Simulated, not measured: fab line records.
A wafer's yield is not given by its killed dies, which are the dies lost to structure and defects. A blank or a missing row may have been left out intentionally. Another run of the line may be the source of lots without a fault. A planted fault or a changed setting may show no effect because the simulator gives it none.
fab line records | flow n5-finfet
record: lots: 6 | wafers: 18 | last-day: 18
route steps=1938 shown SDB@362 PASSIVATION@1936
lots untouched by any fault: they come from a run of this same line in which no faults occurred
start-h: hours from the record's first day to the start of the lot's first wafer shown | wait-h: hours since the lot's step before | " the same as in the row above | L1.1+2: a single row standing in for several wafers | - no value, or no start given | * or withheld: withheld | < > ~ a bound
route shown NAME@n: NAME is a module with steps in the file, n the number in the route of the first one | usual: mean and standard deviation over wafers with no fault | same: alike in all rows | chamber/n: place in a boat | sites: readings site by site | _std_site: standard deviation of those values | _edge_site: mean of outer sites minus mean of inner sites | radius-mm: how far each site lies from the wafer's centre | mask NAME#n: copy n | behind: tool/chamber where the wafer was last shaped | hold: reason for holding the lot/hours on hold/outcome of the hold | device: whichever transistor did not switch (one of n, p or np) | end of line: the same wafers' tests at the end of the route | a step with no rows: only its recipe | killed: the dies lost at the first sort to structure and to defects; this is not the yield of the wafer | map: a wafer's dies, x killed, . not, _ none there
set.NAME: setting as actually run; set.NAME@STEP: the setting as run at that earlier step | model.NAME: the simulator's own value behind a step, which no gauge read
lots at selected steps of the route; one table per step, one row per wafer
services: when a tool's chamber went out of use (start-h, in hours from the record's first day, below 0 if earlier), for how many hours, and the reason
== steps ==
step: N5_SDB_STRIP_19
recipe: chemistry: N2/H2 | temp-c: 40 | n2-flow-sccm: 200 | h2-flow-sccm: 200 | rf-frequency-hz: 6e+07
step: N5_SDB_STRIP_21
recipe: chemistry: CF4 | resist: SiARC | power-w: 300 | bias-power-w: 75 | pressure-mtorr: 50 | cf4-flow-sccm: 150 | rf-frequency-hz: 6e+07
usual: drypump-motor-current-A: 5.5/0.48 | oes-product-au: 0.80/0.057 | rf-vpp-V: 271.8/1.5 | showerhead-plenum-p-Torr: 1.83/0.057 | throttle-valve-pct: 13.53/0.22
lot.wafer | tool        | chamber | start-h | wait-h | drypump-motor-current-A | oes-product-au | rf-hours-counter-h | rf-vpp-V | showerhead-plenum-p-Torr | throttle-valve-pct
L438.3    | rie-diel-01 | 0       | 104.45  | 0.0    | 6.1                     | 0.71           | 216                | 269.0    | 1.68                     | 13.75
L438.4    | "           | 2       | "       | "      | 5.2                     | 0.84           | -                  | 271.1    | 1.82                     | 13.16
L438.6    | "           | 3       | "       | "      | 5.7                     | 0.79           | -                  | 270.6    | 1.83                     | 13.86
L439.1    | rie-diel-02 | 1       | 107.84  | 0.0    | 4.9                     | 0.83           | 77                 | 276.0    | 1.88                     | 13.43
L439.5    | "           | 2       | "       | "      | 6.4                     | 0.86           | -                  | 271.9    | 1.88                     | 13.34
L439.6    | "           | 3       | "       | "      | 5.2                     | 0.77           | -                  | 270.6    | 1.81                     | 13.66
L444.1    | rie-diel-01 | 3       | 139.80  | 0.0    | 5.7                     | 0.77           | 101                | 272.7    | 1.83                     | 13.90
L444.2    | "           | 0       | "       | "      | 6.0                     | 0.70           | 229                | 269.7    | 1.68                     | 13.78
L444.5    | "           | 2       | "       | "      | 5.2                     | 0.82           | -                  | 272.7    | 1.82                     | 13.20
L447.1    | rie-diel-01 | 1       | 156.13  | 0.0    | 5.7                     | 0.89           | 17                 | 273.0    | 1.90                     | 13.64
L447.3    | "           | 3       | "       | "      | 5.7                     | 0.77           | 108                | 273.1    | 1.83                     | 13.92
L447.6    | "           | 1       | "       | "      | 5.7                     | 0.89           | -                  | 272.8    | 1.90                     | 13.62
L454.2    | rie-diel-05 | 3       | 205.57  | 0.0    | 5.1                     | 0.81           | 91                 | 270.5    | 1.82                     | 13.68
L454.3    | "           | 1       | "       | "      | 5.6                     | 0.75           | 146                | 273.3    | 1.85                     | 13.24
L454.5    | "           | 0       | "       | "      | 5.4                     | 0.86           | -                  | 270.2    | 1.75                     | 13.56
L455.1    | rie-diel-01 | 3       | 210.55  | 0.0    | 5.7                     | 0.76           | 130                | 270.9    | 1.82                     | 13.96
L455.3    | "           | 2       | "       | "      | 5.2                     | 0.78           | 98                 | 271.9    | 1.81                     | 13.25
L455.4    | "           | 1       | "       | "      | 5.7                     | 0.85           | -                  | 274.6    | 1.89                     | 13.69
step: N5_SDB_HM_OPEN_20
recipe: chemistry: CH3F/O2 | target: SiNx | mask-material: SOC | target-depth-a: 240 | stop-on: poly-Si | over-etch-frac: 0.4 | ion-energy-ev: 120 | pressure-mtorr: 30 | source-w: 395 | bias-w: 73 | Ar_flow_sccm: 150 | CH3F_flow_sccm: 30 | O2_flow_sccm: 20
step: N5_SDB_STRIP_22
recipe: chemistry: N2/H2 | power-w: 1000 | temp-c: 250 | h2-frac: 0.65 | overash-fraction: 0.3 | pressure-mtorr: withheld | n2-flow-sccm: 1750 | h2-flow-sccm: 3250
usual: drypump-motor-current-A: 5.6/0.31 | heater-power-w: 355/11 | oes-product-au: 0.715/0.0047 | strip-time-to-endpoint-s: 96.3/0.5 | temp-c: 249.97/0.18
lot.wafer | tool            | chamber | start-h | wait-h | drypump-motor-current-A | heater-power-w | oes-product-au | rf-hours-counter-h | strip-time-to-endpoint-s | temp-c
L438.3    | plasma-asher-01 | 1       | 104.59  | 0.1    | 5.5                     | 355            | 0.710          | -                  | 96.6                     | 250.03
L438.4    | "               | 0       | "       | "      | 5.3                     | 371            | 0.708          | -                  | 96.8                     | 250.11
L438.6    | "               | 1       | "       | "      | 5.5                     | 354            | 0.711          | -                  | 96.5                     | 250.17
L439.1    | plasma-asher-01 | 1       | 107.94  | 0.1    | 5.5                     | 364            | 0.703          | 83                 | 96.5                     | 249.79
L439.5    | "               | 0       | "       | "      | 5.3                     | 378            | 0.710          | -                  | 96.1                     | 249.72
L439.6    | "               | 1       | "       | "      | 5.4                     | 360            | 0.711          | -                  | 94.9                     | 249.84
L444.1    | plasma-asher-01 | 1       | 140.01  | 0.2    | 5.4                     | 354            | 0.719          | 90                 | 96.6                     | 250.10
L444.2    | "               | 0       | "       | "      | 5.3                     | 375            | 0.720          | 90                 | 96.1                     | 250.11
L444.5    | "               | 1       | "       | "      | 5.4                     | 360            | 0.715          | -                  | 96.9                     | 249.89
L447.1    | plasma-asher-01 | 0       | 156.23  | 0.1    | 5.3                     | 368            | 0.724          | 92                 | 96.4                     | 249.85
L447.3    | "               | 1       | "       | "      | 5.5                     | 350            | 0.712          | -                  | 96.4                     | 249.77
L447.6    | "               | 0       | "       | "      | 5.3                     | 358            | 0.709          | -                  | 96.7                     | 250.02
L454.2    | plasma-asher-02 | 0       | 205.67  | 0.1    | 5.7                     | 329            | 0.714          | 63                 | 96.5                     | 249.82
L454.3    | "               | 0       | "       | "      | 5.7                     | 340            | 0.711          | -                  | 96.6                     | 249.99
L454.5    | "               | 1       | "       | "      | 6.1                     | 356            | 0.713          | -                  | 96.1                     | 250.05
L455.1    | plasma-asher-01 | 1       | 210.65  | 0.1    | 5.5                     | 363            | 0.709          | 103                | 96.6                     | 249.83
L455.3    | "               | 1       | "       | "      | 5.5                     | 360            | 0.713          | -                  | 97.0                     | 249.97
L455.4    | "               | 0       | "       | "      | 5.3                     | 355            | 0.713          | -                  | 96.2                     | 249.63
step: N5_SDB_PRECLEAN_23
recipe: chemistry: dHF | time-s: 30 | temp-c: 25 | dilution: withheld
step: N5_SDB_DUMMY_REMOVE_24
recipe: chemistry: TMAH | temp-c: 70 | target: poly-Si | stop-on: SiO2 | target-depth-nm: 142 | conc-wt-pct: 5 | time-s: 57 | dry: ipa-marangoni | rinse-time-s: 30 | rinse-temp-c: 23
step: N5_SDB_ETCH_25
recipe: chemistry: C4F6/O2 | target: SiO2 | target-depth-a: 100 | time-s: 3.3 | ion-energy-ev: 250 | mask-material: SiNx | pressure-mtorr: 30 | source-w: 345 | bias-w: 185 | Ar_flow_sccm: 300 | C4F6_flow_sccm: 10 | O2_flow_sccm: 10
usual: drypump-motor-current-A: 5.5/0.47 | oes-product-au: 0.80/0.067 | rf-vpp-V: 673/12 | showerhead-plenum-p-Torr: 2.89/0.11 | throttle-valve-pct: 21.18/0.25
lot.wafer | tool        | chamber | start-h | wait-h | drypump-motor-current-A | oes-product-au | rf-hours-counter-h | rf-vpp-V | showerhead-plenum-p-Torr | throttle-valve-pct
L438.3    | rie-diel-01 | 3       | 104.79  | 0.1    | 5.7                     | 0.79           | 88                 | 660      | 2.88                     | 21.50
L438.4    | "           | 2       | "       | "      | 5.2                     | 0.82           | -                  | 680      | 2.87                     | 20.68
L438.6    | "           | 0       | "       | "      | 6.0                     | 0.72           | -                  | 681      | 2.68                     | 21.31
L439.1    | rie-diel-02 | 2       | 108.17  | 0.0    | 6.3                     | 0.87           | 33                 | 657      | 3.04                     | 21.26
L439.5    | "           | 1       | "       | "      | 5.0                     | 0.82           | -                  | 669      | 3.03                     | 21.23
L439.6    | "           | 2       | "       | "      | 6.3                     | 0.88           | -                  | 654      | 3.04                     | 21.27
L444.1    | rie-diel-02 | 3       | 140.43  | 0.2    | 5.2                     | 0.78           | 122                | 663      | 2.86                     | 21.26
L444.2    | "           | 0       | "       | "      | 4.9                     | 0.77           | 145                | 690      | 2.82                     | 20.93
L444.5    | "           | 0       | "       | "      | 4.9                     | 0.77           | -                  | 689      | 2.82                     | 20.94
L447.1    | rie-diel-05 | 1       | 156.82  | 0.4    | 5.6                     | 0.78           | 125                | 694      | 2.98                     | 20.79
L447.3    | "           | 0       | "       | "      | 5.4                     | 0.91           | 42                 | 654      | 2.78                     | 21.31
L447.6    | "           | 1       | "       | "      | 5.6                     | 0.79           | -                  | 695      | 2.98                     | 20.78
L454.2    | rie-diel-02 | 2       | 205.89  | 0.0    | 6.3                     | 0.83           | 62                 | 656      | 3.03                     | 21.29
L454.3    | "           | 0       | "       | "      | 4.9                     | 0.77           | 159                | 688      | 2.81                     | 20.95
L454.5    | "           | 3       | "       | "      | 5.2                     | 0.77           | -                  | 665      | 2.86                     | 21.27
L455.1    | rie-diel-02 | 0       | 211.43  | 0.6    | 4.9                     | 0.75           | 160                | 689      | 2.81                     | 20.91
L455.3    | "           | 3       | "       | "      | 5.2                     | 0.75           | 139                | 663      | 2.86                     | 21.29
L455.4    | "           | 2       | "       | "      | 6.3                     | 0.82           | 64                 | 656      | 3.03                     | 21.28
step: N5_SDB_CUT_ETCH_26
recipe: chemistry: HBr/Cl2/O2 | target: Si | target-depth-a: 1296 | bt-time-s: 20 | mask-material: SiNx | time-s: 51.8 | ion-energy-ev: * | bias-w: * | pressure-mtorr: 10 | icp-w: 800 | HBr_flow_sccm: 150 | Cl2_flow_sccm: 80 | O2_flow_sccm: 12
usual: drypump-motor-current-A: 5.9/0.4 | mfc-cl2-sccm: 79.98/0.24 | oes-product-au: 1.008/0.015 | throttle-valve-pct: 37.0/0.3
lot.wafer | tool      | chamber | start-h | wait-h | drypump-motor-current-A | mfc-cl2-sccm | oes-product-au | rf-hours-counter-h | throttle-valve-pct
L438.3    | rie-si-03 | 1       | 104.88  | 0.1    | 6.0                     | 80.16        | 0.999          | 1                  | 37.2
L438.4    | "         | 0       | "       | "      | 6.4                     | 80.13        | 1.014          | 199                | 36.8
L438.6    | "         | 3       | "       | "      | 5.4                     | 79.81        | 1.019          | -                  | 36.8
L439.1    | rie-si-02 | 1       | 108.26  | 0.1    | 5.8                     | 79.99        | 0.985          | 61                 | 36.7
L439.5    | "         | 3       | "       | "      | 6.3                     | 80.36        | 0.988          | -                  | 36.7
L439.6    | "         | 2       | "       | "      | 4.9                     | 79.86        | 1.015          | -                  | 37.7
L444.1    | rie-si-05 | 2       | 140.52  | 0.1    | 6.2                     | 79.99        | 1.019          | 36                 | 36.7
L444.2    | "         | 1       | "       | "      | 5.7                     | 80.21        | 1.008          | 24                 | 36.8
L444.5    | "         | 2       | "       | "      | 6.2                     | 79.62        | 1.008          | -                  | 36.7
L447.1    | rie-si-02 | 2       | 156.90  | 0.1    | 4.9                     | 80.03        | 1.016          | 29                 | 37.7
L447.3    | "         | 1       | "       | "      | 5.8                     | 79.94        | 0.986          | 62                 | 36.7
L447.6    | "         | 0       | "       | "      | 6.1                     | 80.33        | 0.988          | -                  | 37.2
L454.2    | rie-si-03 | 2       | 205.97  | 0.1    | 5.9                     | 80.11        | 1.025          | 144                | 37.0
L454.3    | "         | 1       | "       | "      | 6.0                     | 79.83        | 0.997          | 3                  | 37.2
L454.5    | "         | 3       | "       | "      | 5.4                     | 79.76        | 1.014          | -                  | 36.8
L455.1    | rie-si-03 | 3       | 211.52  | 0.1    | 5.5                     | 80.22        | 1.027          | 51                 | 36.9
L455.3    | "         | 0       | "       | "      | 6.3                     | 79.94        | 1.003          | 1                  | 37.5
L455.4    | "         | 1       | "       | "      | 6.0                     | 79.96        | 0.994          | 3                  | 37.2
step: N5_SDB_PRECLEAN_38
recipe: chemistry: dHF | time-s: 10 | dilution: 750:1 | temp-c: 25
step: N5_SDB_PRECLEAN_39
recipe: chemistry: O3/DIW | time-s: 45 | temp-c: 22 | o3-ppm: 10
step: N5_SDB_SRD_28
recipe: dry: ipa-marangoni | time-s: 30 | temp-c: 23 | rinse-liquid: diw
step: N5_SDB_ALD_29
recipe: material: SiNx | target-thk-a: 300 | temp-c: 400 | ald-precursor-family: SiH2I2 | ald-co-reactant: N2/H2-plasma | pulse-time-s: 1 | ald-cycles: 600 | purge-time-s: 2 | co-reactant-purge-time-s: 2 | pressure-torr: 2
usual: chamber-pressure-Torr: 2.000/0.0045 | heater-power-w: 822/77 | precursor-pulse-height-rel: 0.999/0.019
lot.wafer | tool       | chamber | start-h | wait-h | chamber-pressure-Torr | heater-power-w | precursor-pulse-height-rel | since-wet-clean-h
L438.3    | ald-sin-03 | 1       | 106.11  | 1.1    | 1.992                 | 803            | 0.995                      | 296
L438.4    | "          | 3       | "       | "      | 1.994                 | 740            | 1.007                      | 296
L438.6    | "          | 3       | 107.46  | 2.4    | 2.003                 | 741            | 0.975                      | -
L439.1    | ald-sin-03 | 1       | 108.91  | 0.5    | 2.003                 | 805            | 1.018                      | 299
L439.5    | "          | 3       | 110.27  | 1.9    | 2.004                 | 734            | 0.973                      | -
L439.6    | "          | 2       | "       | "      | 1.994                 | 842            | 0.997                      | -
L444.1    | ald-sin-04 | 1       | 141.12  | 0.5    | 1.994                 | 781            | 1.025                      | 134
L444.2    | "          | 3       | "       | "      | 1.997                 | 968            | 0.987                      | 134
L444.5    | "          | 1       | 142.47  | 1.8    | 1.993                 | 787            | 0.975                      | -
L447.1    | ald-sin-04 | 3       | 157.93  | 0.9    | 1.993                 | 984            | 1.003                      | 151
L447.3    | "          | 2       | "       | "      | 2.003                 | 879            | 0.991                      | 151
L447.6    | "          | 0       | 159.28  | 2.2    | 1.997                 | 730            | 0.968                      | -
L454.2    | ald-sin-04 | 3       | 206.79  | 0.7    | 1.995                 | 964            | 0.981                      | 200
L454.3    | "          | 0       | "       | "      | 2.004                 | 729            | 0.974                      | 200
L454.5    | "          | 0       | 208.14  | 2.0    | 1.997                 | 729            | 0.985                      | -
L455.1    | ald-sin-04 | 0       | 211.70  | 0.0    | 1.997                 | 727            | 0.969                      | 204
L455.3    | "          | 1       | "       | "      | 1.998                 | 800            | 0.990                      | 204
L455.4    | "          | 2       | "       | "      | 1.995                 | 897            | 1.005                      | 204
step: N5_SDB_CMP_30
recipe: stop-on: poly-Si | t-overpolish-s: 1.54 | post-cmp-clean: alkaline-brush | down-force-psi: 4.1491 | platen-rpm: 51.796 | pad-velocity-m-s: 1.0306 | target-thk-nm: 30
usual: head-pressure-psi: 4.149/0.0084 | motor-current-A: 12.4/1.1 | overpolish-run-s: 1.541/0.0098 | time-to-endpoint-s: 16.9/2.6
same: t-overpolish-s: 1.54
lot.wafer | tool   | chamber | start-h | wait-h | head-pressure-psi | motor-current-A | overpolish-run-s | time-to-endpoint-s
L438.4    | cmp-04 | 2       | 108.85  | 1.4    | 4.147             | 10.9            | 1.519            | 19.1
L438.3    | "      | 0       | "       | "      | 4.148             | 10.9            | 1.522            | 17.7
L438.6    | "      | 3       | "       | "      | 4.147             | 13.0            | 1.549            | 17.0
L439.1    | cmp-04 | 3       | 111.65  | 1.4    | 4.161             | 13.1            | 1.564            | 21.3
L439.6    | "      | 3       | "       | "      | 4.140             | 12.7            | 1.546            | 21.6
L439.5    | "      | 0       | "       | "      | 4.159             | 12.0            | 1.544            | 20.6
L444.1    | cmp-04 | 1       | 143.93  | 1.5    | 3.469             | 12.2            | 1.541            | 21.3
L444.2    | "      | 2       | "       | "      | 3.445             | 9.8             | 1.539            | 24.8
L444.5    | "      | 0       | "       | "      | 3.456             | 10.2            | 1.557            | 18.7
L447.1    | cmp-04 | 0       | 160.66  | 1.4    | 3.457             | 9.7             | 1.536            | 20.9
L447.3    | "      | 3       | "       | "      | 3.467             | 11.5            | 1.531            | 22.2
L447.6    | "      | 0       | "       | "      | 3.454             | 10.1            | 1.534            | 19.3
L454.2    | cmp-03 | 1       | 209.52  | 1.4    | 4.155             | 12.2            | 1.545            | 15.0
L454.3    | "      | 3       | "       | "      | 4.146             | 12.8            | 1.558            | 16.7
L454.5    | "      | 2       | "       | "      | 4.133             | 12.5            | 1.542            | 17.4
L455.1    | cmp-03 | 2       | 214.43  | 1.4    | 4.142             | 12.8            | 1.544            | 16.9
L455.4    | "      | 3       | "       | "      | 4.151             | 13.3            | 1.530            | 19.4
L455.3    | "      | 0       | "       | "      | 4.144             | 15.0            | 1.560            | 17.4
step: N5_SDB_THK_MEAS_31
recipe: reads: a-Si_of_DUMMY_GATE_CVD_03
usual: SDB_THK: 64.0/1.2
lot.wafer | tool          | chamber | start-h | wait-h | SDB_THK[nm]
L438.3    | film-metro-02 | -       | 109.14  | -      | 65.0
L438.4    | "             | -       | "       | "      | 63.5
L438.6    | "             | -       | "       | "      | 63.2
L439.1    | film-metro-02 | -       | 111.94  | -      | 62.6
L439.5    | "             | -       | "       | "      | 65.6
L439.6    | "             | -       | "       | "      | 63.1
L444.1    | film-metro-02 | -       | 144.15  | -      | 67.6
L444.2    | "             | -       | "       | "      | 64.1
L444.5    | "             | -       | "       | "      | 65.4
L447.1    | film-metro-02 | -       | 160.95  | -      | 64.7
L447.3    | "             | -       | "       | "      | 63.7
L447.6    | "             | -       | "       | "      | 65.2
L454.2    | film-metro-02 | -       | 209.82  | -      | 64.2
L454.3    | "             | -       | "       | "      | 66.1
L454.5    | "             | -       | "       | "      | 65.8
L455.1    | film-metro-02 | -       | 214.73  | -      | 64.8
L455.3    | "             | -       | "       | "      | 61.7
L455.4    | "             | -       | "       | "      | 62.5
step: N5_PASSIVATION_PROBE_49
usual: killed_at_M0_to_M3: 34/10 | killed_at_M4_up: 13/5.4 | killed-at-contacts: 13/6 | killed-at-front-end: 42/13 | killed-at-other: 4/3.2 | killed-dies: 107/18 | killed-open: 69/14 | killed-short: 35/7.7
same: gross-dies: 1180 | killed-at-back-side: 0
lot.wafer | tool      | chamber | start-h | wait-h | killed_at_M0_to_M3 | killed_at_M4_up | killed-at-contacts | killed-at-front-end | killed-at-other | killed-dies | killed-open | killed-short
L438.3    | prober-01 | -       | 304.97  | 0.1    | 37                 | 8               | 9                  | 33                  | 3               | 90          | 58          | 26
L438.4    | prober-01 | -       | 305.02  | 0.2    | 28                 | 11              | 17                 | 38                  | 1               | 95          | 66          | 28
L438.6    | prober-01 | -       | 305.12  | 0.3    | 25                 | 14              | 11                 | 42                  | 2               | 94          | 60          | 30
L439.1    | prober-02 | -       | 315.58  | 0.0    | 36                 | 13              | 15                 | 40                  | 0               | 104         | 71          | 29
L439.5    | prober-02 | -       | 315.78  | 0.2    | 29                 | 7               | 15                 | 55                  | 3               | 109         | 77          | 30
L439.6    | prober-02 | -       | 315.83  | 0.3    | 28                 | 4               | 13                 | 64                  | 1               | 110         | 76          | 29
L444.1    | prober-01 | -       | 353.28  | 0.0    | 40                 | 16              | 7                  | 53                  | 5               | 121         | 63          | 50
L444.2    | prober-01 | -       | 353.33  | 0.1    | 44                 | 14              | 23                 | 63                  | 3               | 147         | 102         | 37
L444.5    | prober-01 | -       | 353.48  | 0.2    | 43                 | 14              | 13                 | 50                  | 5               | 125         | 81          | 39
L447.1    | prober-02 | -       | 357.07  | 0.0    | 30                 | 24              | 12                 | 27                  | 7               | 100         | 64          | 34
L447.3    | prober-02 | -       | 357.17  | 0.1    | 31                 | 29              | 6                  | 40                  | 4               | 110         | 83          | 24
L447.6    | prober-02 | -       | 357.32  | 0.3    | 28                 | 18              | 7                  | 58                  | 7               | 118         | 67          | 37
L454.2    | prober-01 | -       | 424.73  | 0.1    | 41                 | 14              | 16                 | 32                  | 6               | 109         | 71          | 36
L454.3    | prober-01 | -       | 424.78  | 0.1    | 45                 | 12              | 9                  | 34                  | 3               | 103         | 70          | 28
L454.5    | prober-01 | -       | 424.88  | 0.2    | 53                 | 7               | 17                 | 34                  | 1               | 112         | 75          | 31
L455.1    | prober-02 | -       | 432.47  | 0.0    | 18                 | 17              | 16                 | 61                  | 3               | 115         | 60          | 47
L455.3    | prober-02 | -       | 432.57  | 0.1    | 29                 | 6               | 13                 | 54                  | 6               | 108         | 69          | 32
L455.4    | prober-02 | -       | 432.62  | 0.2    | 42                 | 8               | 8                  | 64                  | 4               | 126         | 88          | 35
killed by level:class
L438.3 STI_FIN_REVEAL:geometric-particle:open=8 BEOL_M3:geometric-particle:open=8 BEOL_M0_SAQP:geometric-particle:short=8 BEOL_M2:geometric-particle:open=8 MOL_CONTACT_COAG:geometric-particle:open=6 FIN_SAQP:geometric-particle:open=5 BEOL_M1:geometric-particle:open=5 FIN_CUT:area-etch=5
L438.4 MOL_CONTACT_COAG:geometric-particle:open=16 FIN_SAQP:geometric-particle:short=11 BEOL_M1:geometric-particle:open=10 FIN_SAQP:geometric-particle:open=8 BEOL_M4:geometric-particle:open=7 BEOL_M0_SAQP:geometric-particle:open=6 STI_FIN_REVEAL:geometric-particle:open=4 DUMMY_GATE:geometric-particle:open=4
L438.6 FIN_SAQP:geometric-particle:short=12 STI_FIN_REVEAL:geometric-particle:open=10 MOL_CONTACT_COAG:geometric-particle:open=9 BEOL_M2:geometric-particle:open=9 FIN_SAQP:geometric-particle:open=8 DUMMY_GATE:geometric-particle:open=4 BEOL_M0_SAQP:geometric-particle:short=4 BEOL_M1:geometric-particle:open=4
L439.1 STI_FIN_REVEAL:geometric-particle:open=16 MOL_CONTACT_COAG:geometric-particle:open=12 BEOL_M0_SAQP:geometric-particle:open=12 BEOL_M1:geometric-particle:open=7 FIN_SAQP:geometric-particle:short=5 BEOL_M4:geometric-particle:open=5 BEOL_M0_SAQP:geometric-particle:short=5 DUMMY_GATE:geometric-particle:open=4
L439.5 FIN_SAQP:geometric-particle:open=15 STI_FIN_REVEAL:geometric-particle:open=12 MOL_CONTACT_COAG:geometric-particle:open=11 FIN_SAQP:geometric-particle:short=9 BEOL_M2:geometric-particle:open=8 DUMMY_GATE:geometric-particle:open=6 BEOL_M1:geometric-particle:open=6 MOL_CONTACT_COAG:geometric-particle:short=4
L439.6 STI_FIN_REVEAL:geometric-particle:open=16 FIN_SAQP:geometric-particle:open=14 DUMMY_GATE:geometric-particle:open=8 FIN_SAQP:geometric-particle:short=7 MOL_CONTACT_COAG:geometric-particle:open=7 BEOL_M3:geometric-particle:open=7 MOL_CONTACT_COAG:geometric-particle:short=6 BEOL_M1:geometric-particle:open=6
L444.1 BEOL_M0_SAQP:geometric-particle:short=14 BEOL_M4:geometric-particle:open=9 DUMMY_GATE:geometric-particle:open=8 FIN_SAQP:geometric-particle:short=7 BEOL_M3:geometric-particle:open=7 GATE_CUT:geometric-particle:short=6 BEOL_M0_SAQP:geometric-particle:open=6 FIN_SAQP:geometric-particle:open=5
L444.2 MOL_CONTACT_COAG:geometric-particle:open=19 FIN_SAQP:geometric-particle:open=18 STI_FIN_REVEAL:geometric-particle:open=15 BEOL_M1:geometric-particle:open=10 BEOL_M0_SAQP:geometric-particle:short=10 BEOL_M0_SAQP:geometric-particle:open=7 BEOL_M3:geometric-particle:open=7 BEOL_M4:geometric-particle:open=7
L444.5 FIN_SAQP:geometric-particle:open=11 FIN_SAQP:geometric-particle:short=10 MOL_CONTACT_COAG:geometric-particle:open=10 BEOL_M2:geometric-particle:open=9 BEOL_M3:geometric-particle:open=8 BEOL_M0_SAQP:geometric-particle:open=7 BEOL_M1:geometric-particle:open=6 DUMMY_GATE:geometric-particle:open=5
L447.1 BEOL_M3:geometric-particle:open=10 BEOL_M4:geometric-particle:open=9 MOL_CONTACT_COAG:geometric-particle:open=9 STI_FIN_REVEAL:geometric-particle:open=6 ILD0:geometric-particle:open=4 BEOL_M0_SAQP:geometric-particle:open=4 BEOL_M0:geometric-particle:open=4 BEOL_M0:geometric-particle:short=4
L447.3 BEOL_M4:geometric-particle:open=11 FIN_SAQP:geometric-particle:open=10 DUMMY_GATE:geometric-particle:open=9 BEOL_M1:geometric-particle:open=9 BEOL_M0_SAQP:geometric-particle:open=7 STI_FIN_REVEAL:geometric-particle:open=5 BEOL_M3:geometric-particle:open=5 DUMMY_GATE:geometric-particle:short=4
L447.6 FIN_CUT:area-etch=12 STI_FIN_REVEAL:geometric-particle:open=11 DUMMY_GATE:geometric-particle:open=11 BEOL_M2:geometric-particle:open=9 DUMMY_GATE:geometric-particle:short=7 BEOL_M4:geometric-particle:open=7 BEOL_M0_SAQP:geometric-particle:short=5 FIN_SAQP:geometric-particle:open=4
L454.2 MOL_CONTACT_COAG:geometric-particle:open=15 BEOL_M0_SAQP:geometric-particle:open=12 BEOL_M4:geometric-particle:open=9 BEOL_M0_SAQP:geometric-particle:short=9 STI_FIN_REVEAL:geometric-particle:open=7 BEOL_M2:geometric-particle:open=7 ILD0:geometric-particle:short=5 PASS1_CAP:geometric-particle:open=4
L454.3 BEOL_M2:geometric-particle:open=14 STI_FIN_REVEAL:geometric-particle:open=9 BEOL_M0_SAQP:geometric-particle:open=9 BEOL_M4:geometric-particle:open=9 BEOL_M0_SAQP:geometric-particle:short=7 MOL_CONTACT_COAG:geometric-particle:open=6 FIN_SAQP:geometric-particle:short=4 BEOL_M0:geometric-particle:open=4
L454.5 BEOL_M0_SAQP:geometric-particle:open=17 BEOL_M2:geometric-particle:open=16 MOL_CONTACT_COAG:geometric-particle:open=12 BEOL_M0_SAQP:geometric-particle:short=10 STI_FIN_REVEAL:geometric-particle:open=8 FIN_SAQP:geometric-particle:short=5 MOL_CONTACT_COAG:geometric-particle:short=5 BEOL_M1:geometric-particle:open=4
L455.1 FIN_SAQP:geometric-particle:short=17 FIN_SAQP:geometric-particle:open=14 MOL_CONTACT_COAG:geometric-particle:open=12 BEOL_M4:geometric-particle:open=8 STI_FIN_REVEAL:geometric-particle:open=7 BEOL_M3:geometric-particle:open=5 GATE_CUT:geometric-particle:short=4 MOL_CONTACT_COAG:geometric-particle:short=4
L455.3 STI_FIN_REVEAL:geometric-particle:open=18 FIN_SAQP:geometric-particle:open=14 BEOL_M0_SAQP:geometric-particle:open=9 BEOL_M0_SAQP:geometric-particle:short=8 FIN_SAQP:geometric-particle:short=7 MOL_CONTACT_COAG:geometric-particle:open=7 BEOL_M3:geometric-particle:open=5 BEOL_M4:geometric-particle:open=5
L455.4 STI_FIN_REVEAL:geometric-particle:open=23 BEOL_M0_SAQP:geometric-particle:open=12 BEOL_M3:geometric-particle:open=12 FIN_SAQP:geometric-particle:open=10 FIN_SAQP:geometric-particle:short=8 BEOL_M0_SAQP:geometric-particle:short=8 MOL_CONTACT_COAG:geometric-particle:open=7 STI_FIN_REVEAL:geometric-particle:short=5
== services ==
tool        | chamber | start-h | hours | kind
rie-si-02   | -       | 87.36   | 2.8   | pm
rie-si-05   | 3       | 92.08   | 9.7   | repair
cmp-03      | -       | 95.47   | 2.7   | repair
cmp-03      | -       | 102.56  | 0.4   | repair
rie-diel-05 | -       | 112.03  | 4.3   | pm
rie-si-03   | -       | 113.13  | 0.3   | repair
rie-si-03   | 0       | 113.58  | -     | clean
ald-sin-03  | -       | 122.29  | 0.3   | repair
rie-diel-02 | 2       | 136.70  | 8.8   | repair
ald-sin-03  | 1       | 139.92  | 3.4   | repair
cmp-04      | -       | 146.17  | 0.8   | repair
rie-diel-02 | -       | 154.74  | 14.6  | pm
rie-diel-05 | 2       | 159.38  | 5.2   | repair
rie-si-05   | 0       | 161.35  | 3.6   | repair
rie-diel-02 | 1       | 170.92  | 3.2   | repair
ald-sin-03  | 2       | 185.94  | 4.3   | repair
rie-diel-01 | 0       | 194.65  | -     | clean
rie-diel-01 | 0       | 194.65  | -     | consumable-replace:focus-ring
rie-diel-01 | 0       | 194.65  | -     | consumable-replace:showerhead
rie-diel-01 | 0       | 194.65  | 18.3  | scheduled-down
rie-diel-01 | 0       | 194.65  | 18.3  | vent-cycle
cmp-04      | -       | 199.06  | 17.2  | pm
rie-diel-02 | -       | 201.05  | 2.8   | pm
ald-sin-04  | -       | 214.41  | 2.8   | pm
== key ==
first-sign: step: N5_SDB_CMP_30 | reading: head-pressure-psi | direction: down | sigmas: 82 | usual: 4.149 | struck: 3.458
effect: step: N5_SDB_CMP_30 | reading: time-to-endpoint-s | direction: up | sigmas: 1.7 | usual: * | struck: *
met-at N5_SDB_CMP_30
struck-wafers L444.1,L444.2,L444.5,L447.1,L447.3,L447.6
tester-left-out L444,L447
baseline-loss: step: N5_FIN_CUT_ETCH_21 | wafers: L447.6
onset-between 111.65 143.93
fault: kind: process-parameter-drift | tool: cmp-04 | chamber: - | onset-h: 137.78 | steps: N5_SDB_CMP_30 | channel: down-force-psi | offset: -0.69781 | shape: step | end-h: 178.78 | acts-in: these-recipes-only | stated: 4.1491
tester-left-out: of these lots the tester's yield and bins aren't shown, on N5 and GAA mostly nor the transistor test; their killed dies are dies lost to structure and defects alone, not to doping, threshold or leakage, so they don't give the yield
baseline-loss: these wafers lose ten dies or more at that step, a loss of the line's own and not of a fault; the sort's usual values leave them out
